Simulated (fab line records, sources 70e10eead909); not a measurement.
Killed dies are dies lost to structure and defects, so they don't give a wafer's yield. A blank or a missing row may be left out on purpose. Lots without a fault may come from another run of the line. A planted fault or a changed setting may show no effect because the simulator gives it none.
fab line records | flow nand_harc
record lots=5 wafers=15 last_day=33
route steps=1302 shown P_ZERO_WELL@29 END@1302
lots that met no fault: from a run of the same line without faults
start_h: hours from the record's first day to the start of the lot's first wafer shown | wait_h: hours since the lot's step before | " the same as in the row above | L1.1+2: a row that stands for several wafers | - no value, or no start given | * or withheld: withheld | < > ~ a bound
route shown NAME@n: a module of which the file shows steps, and the number in the route of the first | usual: mean/standard deviation of fault-free wafers | same: alike in all rows | chamber/n: place in a boat | sites: the reading at each site | _std_site: their standard deviation | _edge_site: outer sites' mean less inner sites' | radius_mm: how far each site lies from the wafer's centre | mask NAME#n: copy n | behind: the tool/chamber that last shaped the wafer | hold: why the lot was held/for how many hours/how that ended | device: the transistor (n, p or np) that didn't switch | end of line: the same wafers' tests at the end of the route | a step without rows: its recipe alone | killed: dies lost to structure and defects at the first sort, not the wafer's yield | map: a wafer's dies, x killed, . not, _ none there
set.NAME: the setting as run; set.NAME@STEP: as run at that earlier step | model.NAME: the simulator's own value behind a step, which no gauge read
lots at some steps of the route; a table a step, a row a wafer
services: from which hour (start_h, from the record's first day; less than 0 if before it) a tool's chamber was out of use, for how many hours, and why
## steps
# step NHARC_P_ZERO_WELL_CD_MEAS_24
# recipe target_cd_nm=720 landing_energy_ev=500
# usual cd_nm=720.6/2.3
# columns lot.wafer tool chamber start_h wait_h cd_nm
L734.2 cd_sem-02 0 42.64 - 723.1
L734.3 " 0 " " 723.1
L734.5 " 0 " " 716.3
L735.2 cd_sem-01 0 52.64 - 718.7
L735.4 " 0 " " 720.2
L735.5 " 0 " " 720.5
L742.3 cd_sem-02 0 123.33 - 722.3
L742.4 " 0 " " 720.7
L742.6 " 0 " " 716.8
L752.1 cd_sem-02 0 224.13 - 720.8
L752.4 " 0 " " 720.8
L752.5 " 0 " " 724.8
L755.3 cd_sem-01 0 252.49 - 722.8
L755.4 " 0 " " 724.0
L755.6 " 0 " " 724.3
# step NHARC_P_ZERO_WELL_HARDBAKE_25
# recipe temp_c=125 time_s=80
# step NHARC_P_ZERO_WELL_DESCUM_26
# recipe time_s=3 o2_flow_sccm=200 ar_flow_sccm=0 bias_power_w=0 chemistry=O2
# usual drypump_motor_current_A=5.6/0.4 oes_product_au=1.003/0.0079 rf_vpp_V=57.6/0.87 showerhead_plenum_p_Torr=1.89/0.065 throttle_valve_pct=11.312/0.0091
# columns lot.wafer tool chamber start_h wait_h drypump_motor_current_A oes_product_au rf_hours_counter_h rf_vpp_V showerhead_plenum_p_Torr throttle_valve_pct
L734.2 rie_diel-10 2 42.80 - 5.2 1.006 41 56.1 1.90 11.323
L734.3 " 1 " " 5.6 1.008 40 57.7 1.95 11.334
L734.5 " 3 " " 5.5 1.011 - 57.5 1.84 11.320
L735.2 rie_diel-02 1 52.81 - 6.4 0.995 1 58.4 1.81 11.307
L735.4 " 2 " " 5.4 0.998 0 57.7 1.95 11.310
L735.5 " 1 " " 6.4 0.990 - 57.2 1.81 11.315
L742.3 rie_diel-10 3 123.50 - 5.5 0.991 11 56.7 1.84 11.328
L742.4 " 0 " " 5.7 0.999 12 55.7 1.86 11.306
L742.6 " 3 " " 5.5 0.991 - 57.7 1.84 11.315
L752.4 rie_diel-13 1 224.29 - 5.9 1.011 17 58.8 1.97 11.307
L752.1 " 0 " " 6.0 1.009 17 56.0 1.86 11.328
L752.5 " 2 " " 5.3 1.008 - 57.5 1.83 11.319
L755.3 rie_diel-13 1 252.67 - 5.9 1.009 25 57.3 1.97 11.304
L755.4 " 3 " " 5.4 1.003 - 56.1 1.79 11.303
L755.6 " 2 " " 5.3 0.990 - 56.4 1.83 11.321
# step NHARC_P_ZERO_WELL_IMPLANT_27
# recipe energy_kev=600 dose_cm2=1e+13 tilt_deg=7
# step NHARC_P_ZERO_WELL_IMPLANT_57
# recipe energy_kev=250 dose_cm2=4e+12 tilt_deg=7
# step NHARC_P_ZERO_WELL_IMPLANT_58
# recipe energy_kev=100 dose_cm2=2e+12 tilt_deg=7
# step NHARC_P_ZERO_WELL_STRIP_28
# recipe time_s=840 temp_c=130 chemistry=SPM
# step NHARC_P_ZERO_WELL_DEHYDRATE_29
# recipe temp_c=150 time_s=120
# step NHARC_P_ZERO_WELL_HMDS_30
# recipe time_s=30
# step NHARC_P_ZERO_WELL_COAT_31
# recipe spin_rpm=withheld
# step NHARC_P_ZERO_WELL_SOFTBAKE_32
# recipe temp_c=122 time_s=95
# step NHARC_P_ZERO_WELL_EBR_33
# step NHARC_P_ZERO_WELL_EXPOSE_34
# recipe na=0.6 target_cd_nm=720 dose_mj=22.31 mask_id=P_PWELL
# usual exposure_dose_mJ_cm2=22.313/0.018
# columns lot.wafer tool chamber start_h wait_h mask exposure_dose_mJ_cm2
L734.2 krf_scanner-04 0 44.00 - P_PWELL#0 22.323
L734.3 " 0 " " P_PWELL#0 22.319
L734.5 " 0 " " P_PWELL#0 22.325
L735.2 krf_scanner-02 0 54.14 - P_PWELL#0 22.317
L735.4 " 0 " " P_PWELL#0 22.315
L735.5 " 0 " " P_PWELL#0 22.327
L742.3 krf_scanner-04 0 124.69 - P_HVPW#0 22.352
L742.4 " 0 " " P_HVPW#0 22.333
L742.6 " 0 " " P_HVPW#0 22.323
L752.1 krf_scanner-02 0 225.62 - P_PWELL#0 22.327
L752.4 " 0 " " P_PWELL#0 22.314
L752.5 " 0 " " P_PWELL#0 22.317
L755.3 krf_scanner-03 0 254.02 - P_PWELL#0 22.286
L755.4 " 0 " " P_PWELL#0 22.334
L755.6 " 0 " " P_PWELL#0 22.341
# step NHARC_P_ZERO_WELL_PEB_35
# recipe peb_temp_c=118 peb_time_s=85
# step NHARC_P_ZERO_WELL_DEVELOP_36
# recipe time_s=70
# step NHARC_P_ZERO_WELL_CD_MEAS_37
# recipe target_cd_nm=720 landing_energy_ev=500
# usual cd_nm=720.7/1.7
# columns lot.wafer tool chamber start_h wait_h cd_nm
L734.2 cd_sem-02 0 44.16 - 721.0
L734.3 " 0 " " 718.5
L734.5 " 0 " " 719.6
L735.2 cd_sem-01 0 54.29 - 723.0
L735.4 " 0 " " 721.3
L735.5 " 0 " " 721.1
L742.3 cd_sem-03 0 124.84 - -
L742.4 " 0 " " -
L742.6 " 0 " " -
L752.1 cd_sem-01 0 225.77 - 720.7
L752.4 " 0 " " 721.8
L752.5 " 0 " " 719.9
L755.3 cd_sem-02 0 254.17 - 718.6
L755.4 " 0 " " 720.1
L755.6 " 0 " " 720.4
# step NHARC_P_ZERO_WELL_HARDBAKE_38
# recipe temp_c=125 time_s=80
# step NHARC_END_SORT_01
# recipe temp_c=25
# usual killed_at_array=46/16 killed_at_other=0.9/1.3 killed_at_periphery=4.1/3 killed_dies=51/17 killed_open=3.5/1.8 killed_short=2.5/1.8
# same gross_dies=677
# columns lot.wafer tool chamber start_h wait_h killed_at_array killed_at_other killed_at_periphery killed_dies killed_open killed_short
L735.2 prober-01 0 580.82 2.8 42 1 4 47 3 8
L735.4 prober-01 0 582.42 3.4 42 1 5 48 3 1
L735.5 prober-01 0 583.23 3.7 42 2 4 48 2 1
L742.3 prober-01 0 669.72 3.1 65 0 612 677 6 1
L742.4 prober-01 0 670.53 3.4 49 0 628 677 3 1
L742.6 prober-01 0 672.14 4.0 51 0 626 677 5 1
L752.1 prober-01 0 761.89 2.5 61 2 3 66 3 6
L752.4 prober-01 0 764.31 3.4 56 1 7 64 1 2
L752.5 prober-01 0 765.11 3.7 66 0 3 69 2 5
# killed by level:class
L735.2 A_SLIT:chamber_film_flake=15 A_CHANNEL_HOLE_D2:chamber_film_flake=7 A_CONTACT:chamber_film_flake=4 A_WL_FILL:geometric_particle:short=3 A_WL_FILL:geometric_particle:open=2 P_CONTACT:chamber_film_flake=2 A_ZERO_WELL:chamber_film_flake=2 P_STI:geometric_particle:short=1
L735.4 A_SLIT:chamber_film_flake=24 A_CHANNEL_HOLE_D2:chamber_film_flake=8 A_STAIRCASE:chamber_film_flake=3 A_WL_FILL:chamber_film_flake=3 A_M0:geometric_particle:open=2 P_ZERO_WELL:chamber_film_flake=2 P_CONTACT:geometric_particle:short=1 P_M0:geometric_particle:open=1
L735.5 A_SLIT:chamber_film_flake=22 A_CHANNEL_HOLE_D2:chamber_film_flake=9 A_CONTACT:chamber_film_flake=5 P_CONTACT:chamber_film_flake=3 A_CHANNEL_HOLE_D1:chamber_film_flake=2 THIN_TSV:chamber_film_flake=2 P_CONTACT:geometric_particle:open=1 A_ONON_D1:geometric_particle:short=1
L742.3 P_ZERO_WELL:area_expose=610 A_SLIT:chamber_film_flake=31 A_CHANNEL_HOLE_D1:chamber_film_flake=24 A_M0:geometric_particle:open=3 A_STAIRCASE:chamber_film_flake=3 A_CHANNEL_HOLE_D2:chamber_film_flake=2 P_M0:geometric_particle:open=1 P_M1:geometric_particle:open=1
L742.4 P_ZERO_WELL:area_expose=626 A_CHANNEL_HOLE_D1:chamber_film_flake=29 A_SLIT:chamber_film_flake=17 P_GATE:geometric_particle:open=1 P_CONTACT:geometric_particle:short=1 A_ONON_D1:geometric_particle:open=1 A_CHANNEL_FILL_D1:geometric_particle:open=1 A_STAIRCASE:chamber_film_flake=1
L742.6 P_ZERO_WELL:area_expose=624 A_CHANNEL_HOLE_D1:chamber_film_flake=27 A_SLIT:chamber_film_flake=18 A_CHANNEL_HOLE_D2:geometric_particle:open=3 P_M0:geometric_particle:open=1 A_CHANNEL_FILL_D2:geometric_particle:short=1 A_M0:geometric_particle:open=1 P_GATE:chamber_film_flake=1
L752.1 A_SLIT:chamber_film_flake=31 A_CHANNEL_HOLE_D2:chamber_film_flake=18 A_CHANNEL_HOLE_D1:chamber_film_flake=4 THIN_TSV:chamber_film_flake=2 P_CONTACT:geometric_particle:open=1 P_M1:geometric_particle:open=1 A_SOURCE_PLATE:geometric_particle:short=1 A_CHANNEL_FILL_D1:geometric_particle:short=1
L752.4 A_CHANNEL_HOLE_D2:chamber_film_flake=25 A_SLIT:chamber_film_flake=17 A_CHANNEL_HOLE_D1:chamber_film_flake=8 P_GATE:chamber_film_flake=3 A_STAIRCASE:chamber_film_flake=3 P_STI:chamber_film_flake=2 P_ZERO_WELL:geometric_particle:short=1 A_SOURCE_PLATE:geometric_particle:open=1
L752.5 A_SLIT:chamber_film_flake=27 A_CHANNEL_HOLE_D2:chamber_film_flake=18 A_CHANNEL_HOLE_D1:chamber_film_flake=12 A_ONON_D2:geometric_particle:short=2 P_ZERO_WELL:chamber_film_flake=2 A_SOURCE_PLATE:geometric_particle:short=1 A_ONON_D1:geometric_particle:short=1 A_DECK1_JOINT:geometric_particle:open=1
# map L742.3 (x killed, . not)
____________x____________
_________xxxxxxx_________
_______xxxxxxxxxxx_______
______xxxxxxxxxxxxx______
_____xxxxxxxxxxxxxxx_____
____xxxxxxxxxxxxxxxxx____
____xxxxxxxxxxxxxxxxx____
___xxxxxxxxxxxxxxxxxxx___
___xxxxxxxxxxxxxxxxxxx___
__xxxxxxxxxxxxxxxxxxxxx__
__xxxxxxxxxxxxxxxxxxxxx__
_xxxxxxxxxxxxxxxxxxxxxxx_
_xxxxxxxxxxxxxxxxxxxxxxx_
_xxxxxxxxxxxxxxxxxxxxxxx_
_xxxxxxxxxxxxxxxxxxxxxxx_
_xxxxxxxxxxxxxxxxxxxxxxx_
xxxxxxxxxxxxxxxxxxxxxxxxx
xxxxxxxxxxxxxxxxxxxxxxxxx
xxxxxxxxxxxxxxxxxxxxxxxxx
xxxxxxxxxxxxxxxxxxxxxxxxx
xxxxxxxxxxxxxxxxxxxxxxxxx
_xxxxxxxxxxxxxxxxxxxxxxx_
_xxxxxxxxxxxxxxxxxxxxxxx_
_xxxxxxxxxxxxxxxxxxxxxxx_
_xxxxxxxxxxxxxxxxxxxxxxx_
_xxxxxxxxxxxxxxxxxxxxxxx_
__xxxxxxxxxxxxxxxxxxxxx__
__xxxxxxxxxxxxxxxxxxxxx__
___xxxxxxxxxxxxxxxxxxx___
___xxxxxxxxxxxxxxxxxxx___
____xxxxxxxxxxxxxxxxx____
____xxxxxxxxxxxxxxxxx____
_____xxxxxxxxxxxxxxx_____
______xxxxxxxxxxxxx______
_______xxxxxxxxxxx_______
_________xxxxxxx_________
____________x____________
# map L734.3 (x killed, . not)
____________.____________
_________..x...._________
_______......x...._______
______.............______
_____..............._____
____.................____
____.................____
___...................___
___...................___
__.....................__
__..............x......__
_......................._
_...............x......._
_....................x.._
_..............x........_
_......................._
.....................x...
.........................
..........x...x..........
.........................
.........................
_......x................_
_......................._
_....x.....x............_
_.........x............._
_......................._
__.....................__
__......x..............__
___........xx.........___
___..x...xx...........___
____.....x.xxx.......____
____...x.xxxx........____
_____...x.xxxxx....._____
______...x.x.xx....______
_______x..xxxx...._______
_________x.xxx.._________
____________x____________
## services
# columns tool chamber start_h hours kind
rie_diel-13 3 20.83 3.9 repair
krf_scanner-03 - 23.20 0.8 repair
krf_scanner-02 - 28.23 3.1 repair
rie_diel-13 1 31.82 4.5 repair
rie_diel-13 - 36.05 1.3 repair
rie_diel-02 - 39.76 9.0 pm
krf_scanner-03 - 45.74 1.1 repair
krf_scanner-03 - 52.00 4.0 pm
rie_diel-10 - 66.00 9.0 pm
krf_scanner-02 - 94.00 4.0 pm
rie_diel-13 3 120.59 3.0 repair
krf_scanner-03 - 123.97 1.0 repair
krf_scanner-02 - 128.86 8.2 repair
krf_scanner-04 - 137.31 0.2 repair
rie_diel-13 - 167.23 9.0 pm
krf_scanner-04 - 182.00 4.0 pm
rie_diel-13 - 186.67 0.6 repair
rie_diel-10 1 191.63 15.1 repair
krf_scanner-02 - 201.51 0.5 repair
rie_diel-02 - 216.76 9.0 pm
rie_diel-13 - 222.22 1.0 repair
krf_scanner-03 - 227.98 2.0 repair
rie_diel-10 - 243.03 9.0 pm
rie_diel-13 0 251.50 13.5 repair
## key
first_sign step=NHARC_P_ZERO_WELL_EXPOSE_34 reading=mask direction=changed
effect step=NHARC_P_ZERO_WELL_CD_MEAS_37 reading=cd_nm direction=missing
effect step=NHARC_END_SORT_01 reading=killed_at_periphery direction=up sigmas=99+ usual=4.1 struck=622
more_kills_born_at NHARC_P_ZERO_WELL_EXPOSE_34@krf_scanner-04=1860
met_at NHARC_P_ZERO_WELL_EXPOSE_34
struck_wafers L742.3,L742.4,L742.6
later_rows_left_out L742.3,L742.4,L742.6
tester_left_out L742
onset_between 44.00 124.69
fault kind=wrong_mask tool=any chamber=- onset_h=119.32 steps=NHARC_P_ZERO_WELL_EXPOSE_34 aux_copy=P_HVPW#0 scope=struck_lots_only
# tester_left_out: of these lots the tester's yield and bins aren't shown, on N5 and GAA mostly nor the transistor test; their killed dies are dies lost to structure and defects alone, not to doping, threshold or leakage, so they don't give the yield
# later_rows_left_out: the simulator's readings of these wafers behind a module that went badly wrong aren't trusted and aren't shown, but for the sort
